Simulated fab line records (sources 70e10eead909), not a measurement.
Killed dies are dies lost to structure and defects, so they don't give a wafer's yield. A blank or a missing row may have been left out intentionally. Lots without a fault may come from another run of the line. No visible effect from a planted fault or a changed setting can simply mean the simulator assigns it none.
Which tool was responsible? | flow nand_harc | 24 lots, 72 wafers sampled, at 6 steps of a route of 1159

## WHAT EACH GAUGE READ, for each wafer
NHARC_P_STI_OCD_MEAS_17.
lot  | measured    | on     | trench_depth_nm (nm) | trench_foot_cd_nm (nm)
L074 | day 2 14:12 | ocd-01 | 297 307 308          | 159 155 161
L075 | day 2 14:22 | ocd-02 | 309 303 297          | 160 158 162
L077 | day 3 03:03 | ocd-01 | 288 299 286          | 162 158 158
L076 | day 3 03:10 | ocd-02 | 301 295 304          | 164 169 163
L078 | day 3 14:02 | ocd-01 | 295 283 293          | 156 163 160
L079 | day 3 14:14 | ocd-02 | 294 294 310          | 159 164 160
L080 | day 3 23:46 | ocd-02 | 293 298 312          | 159 158 158
L081 | day 4 06:05 | ocd-01 | 296 309 310          | 165 163 155
L082 | day 4 11:44 | ocd-01 | 306 302 305          | 155 155 157
L083 | day 4 20:14 | ocd-01 | 304 312 314          | 157 158 154
L084 | day 4 20:25 | ocd-02 | 293 292 290          | 155 160 162
L085 | day 5 06:59 | ocd-01 | 299 301 312          | 158 158 157
L086 | day 5 13:25 | ocd-01 | 294 283 305          | 164 165 161
L087 | day 5 18:59 | ocd-01 | 286 286 298          | 161 156 154
L088 | day 6 01:22 | ocd-02 | 314 306 303          | 160 156 159
L089 | day 6 07:18 | ocd-02 | 297 291 289          | 159 158 157
L090 | day 6 12:03 | ocd-01 | 291 289 291          | 163 161 159
L091 | day 6 20:25 | ocd-02 | 291 299 292          | 156 160 166
L092 | day 6 20:29 | ocd-01 | 297 305 290          | 159 160 161
L093 | day 7 05:54 | ocd-02 | 299 305 298          | 165 165 166
L094 | day 7 14:34 | ocd-02 | 301 303 298          | 160 161 161
L095 | day 7 20:11 | ocd-02 | 296 281 288          | 158 166 165
L096 | day 8 02:31 | ocd-02 | 290 295 292          | 161 161 159
L097 | day 8 02:39 | ocd-01 | 299 304 306          | 163 165 162

NHARC_P_CONTACT_INSPECT_27.
lot  | measured     | on                | raw_defect_count
L074 | day 5 15:58  | defect_inspect-01 | 189 263 294
L075 | day 5 19:44  | defect_inspect-01 | 292 158 391
L077 | day 6 09:26  | defect_inspect-02 | 368 196 179
L076 | day 6 05:41  | defect_inspect-01 | 271 644 487
L078 | day 6 23:14  | defect_inspect-01 | 95 156 109
L079 | day 6 22:42  | defect_inspect-01 | 538 373 275
L080 | day 7 12:20  | defect_inspect-01 | 185 315 197
L081 | day 7 12:54  | defect_inspect-02 | 826 298 341
L082 | day 8 02:16  | defect_inspect-01 | 152 143 330
L083 | day 8 01:01  | defect_inspect-01 | 354 450 487
L084 | day 7 21:37  | defect_inspect-02 | 206 247 260
L085 | day 9 09:26  | defect_inspect-01 | 271 431 437
L086 | day 9 10:20  | defect_inspect-01 | 398 271 296
L087 | day 9 02:36  | defect_inspect-02 | 272 539 557
L088 | day 9 08:50  | defect_inspect-01 | 271 320 244
L089 | day 9 12:59  | defect_inspect-02 | 143 211 128
L090 | day 9 19:45  | defect_inspect-01 | 331 326 359
L091 | day 9 22:37  | defect_inspect-01 | 260 164 198
L092 | day 9 21:46  | defect_inspect-02 | 528 384 311
L093 | day 10 10:14 | defect_inspect-01 | 211 213 226
L094 | day 10 16:16 | defect_inspect-01 | 196 406 490
L095 | day 11 02:08 | defect_inspect-02 | 319 624 257
L096 | day 11 01:11 | defect_inspect-01 | 163 151 135
L097 | day 11 05:46 | defect_inspect-02 | 316 288 264

NHARC_P_M0_CD_MEAS_16.
lot  | measured     | on        | cd_nm (nm)
L074 | day 5 17:26  | cd_sem-03 | 89.0 90.3 89.8
L075 | day 5 21:08  | cd_sem-02 | 91.0 90.9 89.4
L077 | day 6 10:44  | cd_sem-03 | 88.7 87.5 90.5
L076 | day 6 07:05  | cd_sem-03 | 91.2 90.7 89.7
L078 | day 7 00:41  | cd_sem-02 | 89.6 88.6 88.6
L079 | day 6 23:58  | cd_sem-02 | 89.4 88.8 88.9
L080 | day 7 13:44  | cd_sem-02 | 90.9 90.0 88.8
L081 | day 7 14:17  | cd_sem-02 | 88.5 89.2 89.6
L082 | day 8 03:41  | cd_sem-02 | 91.7 90.1 91.5
L083 | day 8 02:25  | cd_sem-03 | 91.5 89.0 91.7
L084 | day 7 23:00  | cd_sem-02 | 90.1 92.2 90.4
L085 | day 9 10:49  | cd_sem-03 | 88.3 90.1 89.0
L086 | day 9 11:36  | cd_sem-03 | 88.9 89.7 88.7
L087 | day 9 03:59  | cd_sem-03 | 90.8 90.3 89.4
L088 | day 9 10:16  | cd_sem-02 | 88.7 90.5 88.9
L089 | day 9 14:23  | cd_sem-03 | 91.5 91.1 91.5
L090 | day 9 21:08  | cd_sem-03 | 90.0 90.4 91.2
L091 | day 10 00:00 | cd_sem-02 | 89.5 90.0 89.9
L092 | day 9 23:10  | cd_sem-03 | 87.4 89.6 90.2
L093 | day 10 11:35 | cd_sem-03 | 91.2 89.0 88.0
L094 | day 10 17:40 | cd_sem-03 | 91.0 90.4 90.7
L095 | day 11 03:24 | cd_sem-02 | 90.7 90.8 90.2
L096 | day 11 02:26 | cd_sem-03 | 91.9 90.5 90.6
L097 | day 11 07:05 | cd_sem-02 | 89.7 89.6 89.4

## EACH LOT AND THE TOOL THAT RAN IT (in order: tool; ch and the chambers of the sampled wafers; start)
lot  | NHARC_P_GATE_DESCUM_93             | NHARC_P_CONTACT_ALD_22              | NHARC_P_M0_DESCUM_14
L074 | rie_diel-10 ch 0,1,2, day 5 07:56  | ald_metal-04 ch 1,2,3, day 5 14:41  | rie_diel-09 ch 0,1,2, day 5 17:08
L075 | rie_diel-10 ch 1,2,3, day 5 08:17  | ald_metal-04 ch 0,1,2, day 5 15:53  | rie_diel-09 ch 1,2,3, day 5 20:51
L077 | rie_diel-10 ch 2,3, day 5 22:55    | ald_metal-04 ch 0,1, day 6 05:39    | rie_diel-01 ch 0,1,3, day 6 10:24
L076 | rie_diel-03 ch 0,2, day 5 20:08    | ald_metal-04 ch 1,2,3, day 6 02:38  | rie_diel-09 ch 0,3, day 6 06:47
L078 | rie_diel-10 ch 0,1,2, day 6 12:04  | ald_metal-01 ch 0,1, day 6 18:46    | rie_diel-05 ch 2,3, day 7 00:20
L079 | rie_diel-10 ch 0,1, day 6 11:28    | ald_metal-04 ch 1,3, day 6 18:02    | rie_diel-05 ch 0,1,3, day 6 23:41
L080 | rie_diel-10 ch 0,1, day 7 01:02    | ald_metal-01 ch 1,2,3, day 7 07:37  | rie_diel-09 ch 0,2, day 7 13:26
L081 | rie_diel-11 ch 1,3, day 7 01:22    | ald_metal-04 ch 1,2, day 7 07:48    | rie_diel-05 ch 2,3, day 7 14:00
L082 | rie_diel-10 ch 0,2,3, day 7 14:37  | ald_metal-03 ch 1,3, day 7 21:11    | rie_diel-01 ch 1,3, day 8 03:23
L083 | rie_diel-10 ch 1,2, day 7 13:30    | ald_metal-04 ch 1,2, day 7 20:19    | rie_diel-01 ch 0,1,2, day 8 02:07
L084 | rie_diel-10 ch 1,3, day 7 13:19    | ald_metal-04 ch 1,3, day 7 19:53    | rie_diel-01 ch 0,2, day 7 22:43
L085 | rie_diel-10 ch 0,2,3, day 8 17:35  | ald_metal-03 ch 0,2,3, day 9 00:20  | rie_diel-05 ch 0,2,3, day 9 10:31
L086 | rie_diel-11 ch 0,1,3, day 8 22:00  | ald_metal-01 ch 0,2,3, day 9 04:46  | rie_diel-01 ch 1,2,3, day 9 11:18
L087 | rie_diel-03 ch 0,2,3, day 8 14:49  | ald_metal-03 ch 0,1,2, day 8 21:24  | rie_diel-09 ch 0,1,2, day 9 03:42
L088 | rie_diel-03 ch 0,2,3, day 8 16:25  | ald_metal-04 ch 0,2,3, day 8 23:20  | rie_diel-09 ch 1,3, day 9 09:58
L089 | rie_diel-10 ch 0,1, day 9 04:59    | ald_metal-03 ch 2,3, day 9 11:44    | rie_diel-01 ch 0,3, day 9 14:05
L090 | rie_diel-10 ch 2,3, day 9 09:37    | ald_metal-01 ch 1,2,3, day 9 16:26  | rie_diel-05 ch 0,1,3, day 9 20:50
L091 | rie_diel-11 ch 1,3, day 9 14:11    | ald_metal-01 ch 1,2, day 9 21:21    | rie_diel-09 ch 0,1, day 9 23:41
L092 | rie_diel-10 ch 0,2,3, day 9 13:52  | ald_metal-04 ch 0,1,2, day 9 20:32  | rie_diel-05 ch 1,2,3, day 9 22:52
L093 | rie_diel-11 ch 0,3, day 9 23:29    | ald_metal-03 ch 1,2,3, day 10 06:48 | rie_diel-01 ch 0,1,3, day 10 11:19
L094 | rie_diel-10 ch 2,3, day 10 06:30   | ald_metal-01 ch 0,2,3, day 10 13:26 | rie_diel-09 ch 0,1,2, day 10 17:23
L095 | rie_diel-10 ch 0,1, day 10 17:45   | ald_metal-01 ch 0,2, day 11 00:47   | rie_diel-09 ch 0,1,3, day 11 03:07
L096 | rie_diel-10 ch 0,1,3, day 10 17:20 | ald_metal-04 ch 2,3, day 10 23:56   | rie_diel-09 ch 0,2,3, day 11 02:09
L097 | rie_diel-11 ch 1,3, day 10 21:59   | ald_metal-03 ch 0,3, day 11 04:32   | rie_diel-09 ch 0,2,3, day 11 06:44
- NHARC_P_GATE_DESCUM_93: chemistry O2, time 3 s.
- NHARC_P_CONTACT_ALD_22: deposits TiN, target thk 3 nm, pulse time 1 s, ald cycles 150.
- NHARC_P_M0_DESCUM_14: chemistry O2, time 3 s.

## WHAT THE TOOLS THEMSELVES READ (means of the sampled wafers that have a number; where no wafer has one, the mark that the record gives instead)
NHARC_P_GATE_DESCUM_93.
lot  | tool        | drypump_motor_current_A (A) | mfc_ar_sccm (sccm) | oes_product_au (a.u.) | rf_vpp_V (V) | showerhead_plenum_p_Torr (Torr) | throttle_valve_pct (%)
L074 | rie_diel-10 | 5.7                         | 0.008              | 1.008                 | 57.0         | 1.91                            | 11.307
L075 | rie_diel-10 | 5.5                         | 0.018              | 1.001                 | 56.9         | 1.90                            | 11.304
L077 | rie_diel-10 | 5.8                         | 0.023              | 1.007                 | 58.2         | 1.99                            | 11.307
L076 | rie_diel-03 | 5.6                         | 0.017              | 1.013                 | 58.9         | 2.07                            | 11.316
L078 | rie_diel-10 | 5.7                         | 0.008              | 1.012                 | 58.4         | 1.91                            | 11.314
L079 | rie_diel-10 | 5.6                         | 0.007              | 1.011                 | 57.1         | 1.86                            | 11.310
L080 | rie_diel-10 | 5.4                         | 0.003              | 1.009                 | 57.9         | 1.82                            | 11.309
L081 | rie_diel-11 | 5.4                         | 0.000              | 0.997                 | 57.9         | 1.81                            | 11.309
L082 | rie_diel-10 | 5.6                         | 0.022              | 1.009                 | 58.0         | 1.94                            | 11.320
L083 | rie_diel-10 | 5.8                         | 0.009              | 1.021                 | 57.1         | 1.95                            | 11.311
L084 | rie_diel-10 | 5.2                         | 0.028              | 1.010                 | 57.4         | 1.85                            | 11.314
L085 | rie_diel-10 | 5.6                         | 0.022              | 1.005                 | 57.2         | 1.94                            | 11.304
L086 | rie_diel-11 | 5.8                         | 0.000              | 0.997                 | 57.9         | 1.80                            | 11.303
L087 | rie_diel-03 | 5.6                         | 0.009              | 0.993                 | 58.0         | 1.97                            | 11.311
L088 | rie_diel-03 | 5.6                         | 0.009              | 0.997                 | 58.4         | 1.97                            | 11.316
L089 | rie_diel-10 | 5.6                         | 0.007              | 1.013                 | 57.2         | 1.86                            | 11.315
L090 | rie_diel-10 | 5.8                         | 0.023              | 1.008                 | 59.1         | 1.98                            | 11.309
L091 | rie_diel-11 | 5.4                         | 0.000              | 0.992                 | 57.6         | 1.81                            | 11.312
L092 | rie_diel-10 | 5.6                         | 0.022              | 1.007                 | 57.4         | 1.93                            | 11.320
L093 | rie_diel-11 | 5.9                         | 0.000              | 0.971                 | 58.6         | 1.90                            | 11.309
L094 | rie_diel-10 | 5.5                         | 0.032              | 1.019                 | 58.2         | 1.92                            | 11.308
L095 | rie_diel-10 | 5.5                         | 0.003              | 1.018                 | 56.4         | 1.82                            | 11.314
L096 | rie_diel-10 | 5.4                         | 0.017              | 1.020                 | 57.6         | 1.85                            | 11.316
L097 | rie_diel-11 | 5.4                         | 0.000              | 0.975                 | 57.1         | 1.80                            | 11.304

NHARC_P_CONTACT_ALD_22.
lot  | tool         | heater_power_w (W) | precursor_pulse_height_rel
L074 | ald_metal-04 | 1059               | 1.023
L075 | ald_metal-04 | 1108               | 0.993
L077 | ald_metal-04 | 1104               | 0.995
L076 | ald_metal-04 | 1062               | 0.998
L078 | ald_metal-01 | 993                | 0.988
L079 | ald_metal-04 | 1045               | 1.015
L080 | ald_metal-01 | 1051               | 0.999
L081 | ald_metal-04 | 1053               | 1.010
L082 | ald_metal-03 | 1028               | 1.000
L083 | ald_metal-04 | 1076               | 1.008
L084 | ald_metal-04 | 1059               | 0.968
L085 | ald_metal-03 | 1052               | 1.010
L086 | ald_metal-01 | 1038               | 1.011
L087 | ald_metal-03 | 1105               | 0.995
L088 | ald_metal-04 | 1107               | 1.008
L089 | ald_metal-03 | 1006               | 0.993
L090 | ald_metal-01 | 1057               | 1.019
L091 | ald_metal-01 | 1169               | 0.977
L092 | ald_metal-04 | 1127               | 0.997
L093 | ald_metal-03 | 1060               | 0.996
L094 | ald_metal-01 | 1032               | 0.993
L095 | ald_metal-01 | 1172               | 1.003
L096 | ald_metal-04 | 1026               | 1.006
L097 | ald_metal-03 | 1086               | 1.014

NHARC_P_M0_DESCUM_14.
lot  | tool        | drypump_motor_current_A (A) | mfc_ar_sccm (sccm) | oes_product_au (a.u.) | rf_vpp_V (V) | showerhead_plenum_p_Torr (Torr) | throttle_valve_pct (%)
L074 | rie_diel-09 | 6.3                         | 0.002              | 0.996                 | 57.5         | 1.84                            | 11.313
L075 | rie_diel-09 | 6.1                         | 0.006              | 0.991                 | 56.8         | 1.82                            | 11.314
L077 | rie_diel-01 | 5.4                         | 0.001              | 0.999                 | 57.8         | 1.85                            | 11.313
L076 | rie_diel-09 | 5.5                         | 0.008              | 1.014                 | 57.2         | 1.84                            | 11.305
L078 | rie_diel-05 | 6.1                         | 0.004              | 1.007                 | 57.7         | 1.88                            | 11.315
L079 | rie_diel-05 | 5.6                         | 0.001              | 1.001                 | 56.7         | 1.92                            | 11.298
L080 | rie_diel-09 | 6.0                         | 0.004              | 0.994                 | 58.2         | 1.86                            | 11.308
L081 | rie_diel-05 | 6.2                         | 0.009              | 0.999                 | 58.0         | 1.88                            | 11.323
L082 | rie_diel-01 | 5.6                         | 0.002              | 0.998                 | 57.6         | 1.85                            | 11.308
L083 | rie_diel-01 | 5.7                         | 0.001              | 0.996                 | 57.5         | 1.87                            | 11.314
L084 | rie_diel-01 | 5.5                         | 0.000              | 1.013                 | 57.2         | 1.87                            | 11.307
L085 | rie_diel-05 | 5.9                         | 0.004              | 1.000                 | 57.5         | 1.93                            | 11.321
L086 | rie_diel-01 | 5.7                         | 0.001              | 1.006                 | 56.9         | 1.90                            | 11.317
L087 | rie_diel-09 | 6.3                         | 0.002              | 0.988                 | 57.8         | 1.83                            | 11.303
L088 | rie_diel-09 | 6.2                         | 0.005              | 0.991                 | 57.7         | 1.80                            | 11.307
L089 | rie_diel-01 | 5.3                         | 0.000              | 1.008                 | 57.6         | 1.88                            | 11.313
L090 | rie_diel-05 | 5.6                         | 0.001              | 0.994                 | 57.8         | 1.92                            | 11.305
L091 | rie_diel-09 | 6.4                         | 0.002              | 0.999                 | 57.8         | 1.82                            | 11.302
L092 | rie_diel-05 | 5.9                         | 0.005              | 0.989                 | 58.2         | 1.87                            | 11.309
L093 | rie_diel-01 | 5.4                         | 0.001              | 1.003                 | 57.8         | 1.85                            | 11.310
L094 | rie_diel-09 | 6.3                         | 0.002              | 0.992                 | 57.0         | 1.83                            | 11.317
L095 | rie_diel-09 | 5.9                         | 0.007              | 1.002                 | 56.9         | 1.82                            | 11.318
L096 | rie_diel-09 | 5.8                         | 0.007              | 1.006                 | 57.4         | 1.83                            | 11.308
L097 | rie_diel-09 | 5.8                         | 0.007              | 1.003                 | 57.9         | 1.83                            | 11.315

## THE ANSWER, worked out from the rows above alone
Rule: what is usual is taken from the lots themselves. The widest of any qualifying gaps counts: lots, ordered by their means at a reading, are off when they make up no more than a third of the lots, leave a main group of 4 or more, and stand apart from it by 3 or more times the standard deviation of that group's means. If all means in a main group match to the digits the tables above print for the reading, that group is not used. Also off: a lot with no number at a reading for which 4 or more lots have one. Any other lot the step has rows for is counted as sound. First the gauges in route order, then the tools' own readings, where a lot's mean is used as printed above. At the first step where some lot is off, the reading lying furthest off is the one used; lots without a number count as furthest.
Nothing can be told from this: no lot is off at any reading shown.

## WHAT HAD BEEN PUT IN BY THE SIMULATOR
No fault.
